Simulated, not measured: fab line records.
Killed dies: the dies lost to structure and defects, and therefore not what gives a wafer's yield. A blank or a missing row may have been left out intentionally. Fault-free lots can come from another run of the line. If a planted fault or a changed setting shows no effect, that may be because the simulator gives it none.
fab line records | flow nand-harc
record: lots: 13 wafers: 39 last-day: 33
route steps=1302 shown A_CHANNEL_HOLE_D1@478 A_CHANNEL_FILL_D1@492 END@1302
lots that met no fault: from a run of the same line without faults
start-h: hours from the record's opening day to when the first of the lot's shown wafers began | wait-h: how many hours have passed since the lot's step before this one | " identical to the entry in the row above | L1.1+2: a single row standing in for several wafers | - no value, or no start given | * or withheld: withheld | < > ~ a bound
route shown NAME@n: names a module that has steps shown in the file, with the first one's number in the route | usual: mean/standard deviation of fault-free wafers | same: alike in all rows | chamber/n: place in a boat | sites: per-site readings | _std_site: the standard deviation of these | _edge_site: mean of outer sites minus mean of inner sites | radius-mm: how far each site lies from the wafer's centre | mask NAME#n: copy n | behind: the last tool/chamber to shape the wafer | hold: what put the lot on hold/how long, in hours/how the hold closed | device: whichever transistor did not switch (one of n, p or np) | end of line: the route-end tests of the same wafers | a step without rows: its recipe alone | killed: the dies lost at the first sort to structure and to defects; this is not the yield of the wafer | map: shows each die of a wafer: x if killed, . if not, _ if none is there
set.NAME: the setting that was run; set.NAME@STEP: the one run at that earlier step | model.NAME: the simulator's own value behind a step, which no gauge read
a sample of lots followed through the steps of the route, with each step as a table and each wafer as a row
services: when a tool's chamber went out of use (start-h, in hours from the record's first day, below 0 if earlier), for how many hours, and the reason
== steps ==
step: NHARC_A_CHANNEL_HOLE_D1_ETCH_26
recipe: bias-v: 300 source-w: 2000 pressure-mtorr: 30 time-s: 224.1 ar-flow-sccm: 375 c4f8-flow-sccm: 11.4 o2-flow-sccm: 113.6 temp-c: -20 target-depth-a: 3000 chemistry: C4F8/O2/Ar
usual: drypump-motor-current-A: 5.7/0.6 showerhead-plenum-p-Torr: 3.72/0.065 throttle-valve-pct: 24.584/0.0096
columns lot.wafer tool chamber start-h wait-h drypump-motor-current-A rf-hours-counter-h showerhead-plenum-p-Torr throttle-valve-pct
L756.2 har-etch-02 0 184.96 0.6 6.7 294 3.82 24.583
L756.6 " 1 " " 5.3 - 3.63 24.571
L756.5 " 0 " " 6.7 - 3.82 24.590
L758.1 har-etch-02 1 212.94 0.6 5.3 310 3.62 24.585
L758.3 " 1 " " 5.3 - 3.62 24.585
L758.5 " 0 " " 6.8 - 3.81 24.572
L760.4 har-etch-02 1 221.24 0.5 5.3 - 3.62 24.593
L760.6 " 1 " " 5.3 - 3.62 24.579
L760.5 " 0 " " 6.7 - 3.81 24.576
L762.4 har-etch-01 1 234.89 0.5 5.9 - 3.76 24.596
L762.3 " 0 " " 5.1 - 3.76 24.599
L762.5 " 0 " " 5.1 - 3.76 24.587
L761.1 har-etch-02 0 235.63 0.7 6.8 325 3.80 24.581
L761.3 " 0 " " 6.8 - 3.80 24.595
L761.5 " 0 " " 6.8 - 3.80 24.581
L763.2 har-etch-01 1 251.63 0.6 5.9 130 3.76 24.588
L763.3 " 1 " " 5.9 - 3.76 24.593
L763.5 " 1 " " 6.0 - 3.76 24.601
L765.2 har-etch-02 0 268.81 0.6 6.7 344 3.79 24.602
L765.3 " 1 " " 5.3 - 3.60 24.599
L765.5 " 1 " " 5.3 - 3.60 24.585
L766.4 har-etch-01 0 293.97 0.5 5.1 - 3.75 24.584
L766.6 " 0 " " 5.1 - 3.75 24.573
L766.5 " 1 " " 6.0 - 3.75 24.573
L767.2 har-etch-02 0 297.70 0.7 6.7 352 3.78 24.577
L767.3 " 1 " " 5.3 - 3.59 24.590
L767.5 " 1 " " 5.3 - 3.59 24.600
L769.2 har-etch-01 0 315.26 0.7 5.1 165 3.74 24.581
L769.1 " 1 " " 5.9 165 3.74 24.575
L769.3 " 1 " " 6.0 - 3.74 24.569
L773.1 har-etch-02 1 346.27 0.6 5.3 390 3.58 24.578
L773.3 " 1 " " 5.3 - 3.58 24.584
L773.5 " 1 " " 5.3 - 3.58 24.581
L772.1 har-etch-01 0 346.40 0.6 5.1 184 3.73 24.573
L772.6 " 1 " " 5.9 - 3.73 24.606
L772.5 " 0 " " 5.1 - 3.73 24.580
L779.2 har-etch-01 0 411.84 0.7 5.1 226 3.70 24.580
L779.1 " 1 " " 5.9 226 3.70 24.601
L779.3 " 1 " " 5.9 - 3.70 24.589
step: NHARC_A_CHANNEL_HOLE_D1_INSPECT_40
usual: raw-defect-count: 68/25
columns lot.wafer tool chamber start-h wait-h raw-defect-count
L756.2 defect-inspect-01 - 186.86 - 89
L756.5 " - " " 88
L756.6 " - " " 79
L758.1 defect-inspect-01 - 214.83 - 97
L758.3 " - " " 91
L758.5 " - " " 97
L760.4 defect-inspect-02 - 223.11 - 85
L760.5 " - " " 109
L760.6 " - " " 87
L762.3 defect-inspect-02 - 236.75 - 41
L762.4 " - " " 56
L762.5 " - " " 39
L761.1 defect-inspect-01 - 237.56 - 95
L761.3 " - " " 131
L761.5 " - " " 104
L763.2 defect-inspect-01 - 253.68 - 37
L763.3 " - " " 41
L763.5 " - " " 37
L765.2 defect-inspect-01 - 270.70 - 74
L765.3 " - " " 109
L765.5 " - " " 87
L766.4 defect-inspect-01 - 295.86 - 28
L766.5 " - " " 49
L766.6 " - " " 56
L767.2 defect-inspect-01 - 299.63 - 97
L767.3 " - " " 75
L767.5 " - " " 78
L769.1 defect-inspect-01 - 317.18 - 39
L769.2 " - " " 33
L769.3 " - " " 53
L773.1 defect-inspect-02 - 348.24 - 101
L773.3 " - " " 103
L773.5 " - " " 91
L772.1 defect-inspect-01 - 348.63 - 39
L772.5 " - " " 32
L772.6 " - " " 43
L779.1 defect-inspect-01 - 413.93 - 76
L779.2 " - " " 87
L779.3 " - " " 70
step: NHARC_A_CHANNEL_FILL_D1_ALD_02
recipe: target-thk-a: 60 pulse-time-s: 10 ald-cycles: 60 temp-c: 300 material: SiO2
usual: ald-cycles: 60/0 heater-power-w: 477/53 precursor-pulse-height-rel: 0.998/0.021
columns lot.wafer tool chamber start-h wait-h ald-cycles heater-power-w precursor-pulse-height-rel since-wet-clean-h
L756.2 ald-hk-03 3 187.12 - 60 482 1.012 141
L756.6 " 2 " " 60 383 0.993 -
L756.5 " 3 " " 60 488 1.017 -
L758.3 ald-hk-04 2 215.50 - 60 412 0.983 129
L758.1 " 0 " " 60 559 1.019 129
L758.5 " 3 " " 60 444 1.020 -
L760.4 ald-hk-03 1 224.90 - 60 506 1.022 1
L760.6 " 1 " " 60 515 0.990 -
L760.5 " 2 " " 60 403 0.974 -
L762.3 ald-hk-03 3 237.01 - 60 497 1.018 13
L762.4 " 0 " " 60 474 0.991 13
L762.5 " 3 " " 60 493 1.032 -
L761.1 ald-hk-04 3 237.83 - 60 433 0.996 152
L761.3 " 0 " " 60 541 0.997 152
L761.5 " 2 " " 60 407 0.989 -
L763.2 ald-hk-01 0 254.27 - 60 538 0.997 126
L763.3 " 1 " " 60 452 1.005 126
L763.5 " 3 " " 60 437 1.015 -
L765.3 ald-hk-01 3 271.00 - 60 444 0.971 142
L765.2 " 0 " " 60 561 0.991 143
L765.5 " 2 " " 60 538 1.023 -
L766.4 ald-hk-03 0 296.20 - 60 471 1.027 72
L766.5 " 2 " " 60 399 1.016 -
L766.6 " 3 " " 60 495 0.993 -
L767.2 ald-hk-03 2 300.72 - 60 398 1.007 77
L767.3 " 0 " " 60 483 0.985 77
L767.5 " 2 " " 60 406 1.015 -
L769.1 ald-hk-04 0 317.45 - 60 539 0.978 51
L769.3 " 1 " " 60 487 1.013 51
L769.2 " 2 " " 60 424 0.989 51
L773.3 ald-hk-03 2 349.78 1.4 68 404 1.000 126
L773.1 " 0 " " 68 486 0.987 126
L773.5 " 2 " " 68 403 1.019 -
L772.1 ald-hk-03 0 350.21 - 68 480 1.009 126
L772.5 " 3 " " 68 513 0.995 -
L772.6 " 0 " " 68 480 1.013 -
L779.2 ald-hk-04 2 414.13 - 60 418 0.993 147
L779.1 " 0 " " 60 549 1.045 147
L779.3 " 1 " " 60 484 1.010 148
step: NHARC_A_CHANNEL_FILL_D1_ALD_03
recipe: target-thk-a: 60 pulse-time-s: 60 ald-cycles: 58 temp-c: 630 pressure-torr: 2 material: SiNx
usual: ald-cycles: 58/0 precursor-pulse-height-rel: 1.001/0.021
columns lot.wafer tool chamber start-h wait-h ald-cycles precursor-pulse-height-rel
L756.2 ald-sin-batch-02 0 - - 58 0.982
L756.5 " 0 " " 58 0.994
L756.6 " 0 " " 58 1.005
L758.1 ald-sin-batch-02 0 - - 58 1.011
L758.3 " 0 " " 58 1.028
L758.5 " 0 " " 58 0.986
L760.4 ald-sin-batch-03 0 - - 58 1.002
L760.5 " 0 " " 58 0.978
L760.6 " 0 " " 58 0.983
L761.1 ald-sin-batch-02 0 - - 58 1.033
L761.3 " 0 " " 58 0.967
L761.5 " 0 " " 58 0.998
L762.3 ald-sin-batch-02 0 - - 58 0.990
L762.4 " 0 " " 58 1.015
L762.5 " 0 " " 58 1.036
L763.2 ald-sin-batch-01 0 - - 58 0.998
L763.3 " 0 " " 58 1.046
L763.5 " 0 " " 58 0.993
L765.2 ald-sin-batch-01 0 - - 58 1.027
L765.3 " 0 " " 58 0.986
L765.5 " 0 " " 58 1.025
L766.4 ald-sin-batch-02 0 - - 58 0.999
L766.5 " 0 " " 58 1.022
L766.6 " 0 " " 58 1.003
L767.2 ald-sin-batch-01 0 - - 58 1.027
L767.3 " 0 " " 58 1.004
L767.5 " 0 " " 58 1.017
L769.1 ald-sin-batch-03 0 - - 58 1.014
L769.2 " 0 " " 58 1.022
L769.3 " 0 " " 58 0.960
L772.1 ald-sin-batch-01 0 - - 58 1.054
L772.5 " 0 " " 58 1.019
L772.6 " 0 " " 58 1.012
L773.1 ald-sin-batch-01 0 - - 58 0.973
L773.3 " 0 " " 58 0.998
L773.5 " 0 " " 58 1.025
L779.1 ald-sin-batch-03 0 - - 58 1.015
L779.2 " 0 " " 58 0.958
L779.3 " 0 " " 58 0.972
step: NHARC_END_SORT_01
recipe: temp-c: 25
usual: killed-at-array: 57/18 killed-at-other: 0.9/1.3 killed-at-periphery: 3.5/2.2 killed-dies: 62/18 killed-open: 3.0/1.7 killed-short: 2.3/1.5
same: gross-dies: 677
columns lot.wafer tool chamber start-h wait-h killed-at-array killed-at-other killed-at-periphery killed-dies killed-open killed-short
L756.2 prober-01 0 570.72 2.8 74 0 6 80 5 3
L756.5 prober-01 0 573.13 3.7 95 1 3 99 5 9
L756.6 prober-01 0 573.94 4.0 69 0 2 71 2 0
L760.4 prober-01 0 593.60 3.4 72 0 3 75 2 1
L760.5 prober-01 0 594.40 3.7 80 1 5 86 5 1
L760.6 prober-01 0 595.20 4.0 78 0 3 81 2 3
L763.2 prober-01 0 644.56 2.8 47 3 4 54 1 2
L763.3 prober-01 0 645.37 3.1 40 1 4 45 5 1
L763.5 prober-01 0 646.97 3.7 52 3 2 57 1 3
L773.1 prober-01 0 706.39 2.4 78 0 1 79 2 2
L773.3 prober-01 0 707.97 3.0 67 0 2 69 3 0
L773.5 prober-01 0 709.56 3.7 63 0 2 65 2 6
killed by level:class
L756.2 A_CHANNEL_HOLE_D2:chamber-film-flake=34 A_CHANNEL_HOLE_D1:chamber-film-flake=28 P_M1:chamber-film-flake=4 A_CHANNEL_FILL_D2:geometric-particle:open=2 A_WL_FILL:chamber-film-flake=2 P_M0:geometric-particle:open=1 A_SOURCE_PLATE:geometric-particle:short=1 A_ONON_D1:geometric-particle:short=1
L756.5 A_CHANNEL_HOLE_D2:chamber-film-flake=39 A_CHANNEL_HOLE_D1:chamber-film-flake=33 A_CONTACT:unspecified=5 A_CHANNEL_HOLE_D1:geometric-particle:short=2 A_WL_FILL:geometric-particle:short=2 A_M0:geometric-particle:short=2 P_GATE:chamber-film-flake=2 P_CONTACT:geometric-particle:open=1
L756.6 A_CHANNEL_HOLE_D1:chamber-film-flake=31 A_CHANNEL_HOLE_D2:chamber-film-flake=31 A_STAIRCASE:chamber-film-flake=3 A_ONON_D1:geometric-particle:open=1 A_CHANNEL_FILL_D2:geometric-particle:open=1 P_ZERO_WELL:chamber-film-flake=1 P_M1:chamber-film-flake=1 A_CHANNEL_FILL_D2:chamber-film-flake=1
L760.4 A_CHANNEL_HOLE_D1:chamber-film-flake=34 A_CHANNEL_HOLE_D2:chamber-film-flake=26 A_CHANNEL_FILL_D2:chamber-film-flake=4 A_CONTACT:chamber-film-flake=4 A_CHANNEL_FILL_D2:geometric-particle:short=1 A_CHANNEL_FILL_D2:geometric-particle:open=1 A_WL_FILL:geometric-particle:open=1 P_ZERO_WELL:chamber-film-flake=1
L760.5 A_CHANNEL_HOLE_D2:chamber-film-flake=34 A_CHANNEL_HOLE_D1:chamber-film-flake=33 P_GATE:chamber-film-flake=3 A_CONTACT:chamber-film-flake=3 A_CHANNEL_FILL_D2:geometric-particle:open=2 A_CHANNEL_FILL_D2:chamber-film-flake=2 A_BONDPAD:chamber-film-flake=2 A_CHANNEL_HOLE_D1:geometric-particle:short=1
L760.6 A_CHANNEL_HOLE_D1:chamber-film-flake=33 A_CHANNEL_HOLE_D2:chamber-film-flake=33 A_CONTACT:chamber-film-flake=3 P_GATE:chamber-film-flake=2 A_CHANNEL_FILL_D2:chamber-film-flake=2 P_CONTACT:geometric-particle:open=1 A_DECK1_JOINT:geometric-particle:short=1 A_CHANNEL_FILL_D2:geometric-particle:short=1
L763.2 A_CHANNEL_HOLE_D2:chamber-film-flake=30 A_CONTACT:chamber-film-flake=5 A_CHANNEL_HOLE_D1:chamber-film-flake=4 A_STAIRCASE:chamber-film-flake=3 THIN_TSV:chamber-film-flake=3 P_CONTACT:geometric-particle:short=1 A_ONON_D1:geometric-particle:short=1 A_WL_FILL:geometric-particle:open=1
L763.3 A_CHANNEL_HOLE_D2:chamber-film-flake=28 A_CHANNEL_HOLE_D1:chamber-film-flake=5 P_M0:geometric-particle:open=2 A_CONTACT:chamber-film-flake=2 A_ONON_D1:geometric-particle:open=1 A_CHANNEL_FILL_D1:geometric-particle:short=1 A_SGD_CUT:geometric-particle:open=1 A_M1:geometric-particle:open=1
L763.5 A_CHANNEL_HOLE_D2:chamber-film-flake=33 A_WL_FILL:chamber-film-flake=5 A_CHANNEL_HOLE_D1:chamber-film-flake=4 A_STAIRCASE:chamber-film-flake=3 THIN_TSV:chamber-film-flake=3 A_CONTACT:chamber-film-flake=2 A_CHANNEL_FILL_D1:geometric-particle:short=1 A_CHANNEL_FILL_D2:geometric-particle:short=1
L773.1 A_CHANNEL_HOLE_D1:chamber-film-flake=41 A_CHANNEL_HOLE_D2:chamber-film-flake=22 A_CHANNEL_FILL_D1:geometric-particle:short=2 A_SLIT:chamber-film-flake=2 A_STAIRCASE:chamber-film-flake=2 A_CONTACT:chamber-film-flake=2 A_BLC:chamber-film-flake=2 A_CHANNEL_FILL_D1:geometric-particle:open=1
L773.3 A_CHANNEL_HOLE_D1:chamber-film-flake=37 A_CHANNEL_HOLE_D2:chamber-film-flake=16 A_DECK1_JOINT:chamber-film-flake=4 A_CONTACT:chamber-film-flake=3 A_ZERO_WELL:chamber-film-flake=2 A_SLIT:chamber-film-flake=2 P_M2:geometric-particle:open=1 P_BONDPAD:geometric-particle:open=1
L773.5 A_CHANNEL_HOLE_D1:chamber-film-flake=29 A_CHANNEL_HOLE_D2:chamber-film-flake=18 A_SLIT:chamber-film-flake=3 A_CONTACT:chamber-film-flake=3 A_ONON_D2:geometric-particle:short=2 A_DECK1_JOINT:geometric-particle:short=1 A_ONON_D2:geometric-particle:open=1 A_CHANNEL_FILL_D2:geometric-particle:open=1
== services ==
columns tool chamber start-h hours kind
ald-hk-01 - 207.87 0.7 repair
ald-hk-03 - 214.13 10.0 pm
ald-hk-03 0 214.13 10.0 vent-cycle
ald-hk-03 1 214.13 10.0 vent-cycle
ald-hk-03 2 214.13 10.0 vent-cycle
ald-hk-03 3 214.13 10.0 vent-cycle
ald-hk-03 0 224.13 - clean
ald-hk-03 1 224.13 - clean
ald-hk-03 2 224.13 - clean
ald-hk-03 3 224.13 - clean
ald-sin-batch-02 - 266.36 26.0 pm
har-etch-02 0 269.17 - consumable-replace:focus-ring
har-etch-02 0 269.17 17.0 scheduled-down
har-etch-02 0 269.17 17.0 vent-cycle
ald-hk-01 - 296.67 10.0 pm
har-etch-02 - 380.83 17.0 pm
har-etch-02 0 380.83 17.0 vent-cycle
har-etch-02 1 380.83 17.0 vent-cycle
ald-hk-03 - 392.13 10.0 pm
ald-hk-03 0 392.13 10.0 vent-cycle
ald-hk-03 1 392.13 10.0 vent-cycle
ald-hk-03 2 392.13 10.0 vent-cycle
ald-hk-03 3 392.13 10.0 vent-cycle
ald-hk-01 - 414.03 2.1 repair
== key ==
first-sign: step: NHARC_A_CHANNEL_FILL_D1_ALD_02 reading: ald-cycles direction: up sigmas: 99+ usual: 60 struck: 68
effect none on later readings
met-at NHARC_A_CHANNEL_FILL_D1_ALD_02
struck-lots L772,L773
tester-left-out L772,L773
not-acting-at NHARC_A_CHANNEL_HOLE_D1_ETCH_26,NHARC_A_CHANNEL_HOLE_D1_INSPECT_40,NHARC_A_CHANNEL_FILL_D1_ALD_03
fault: kind: process-parameter-drift tool: ald-hk-03 chamber: - onset-h: 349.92 steps: NHARC_A_CHANNEL_FILL_D1_ALD_02 channel: ald-cycles offset: 8 shape: step end-h: 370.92 acts-in: these-recipes-only stated: 60
tester-left-out: of these lots the tester's yield and bins aren't shown, on N5 and GAA mostly nor the transistor test; their killed dies are dies lost to structure and defects alone, not to doping, threshold or leakage, so they don't give the yield
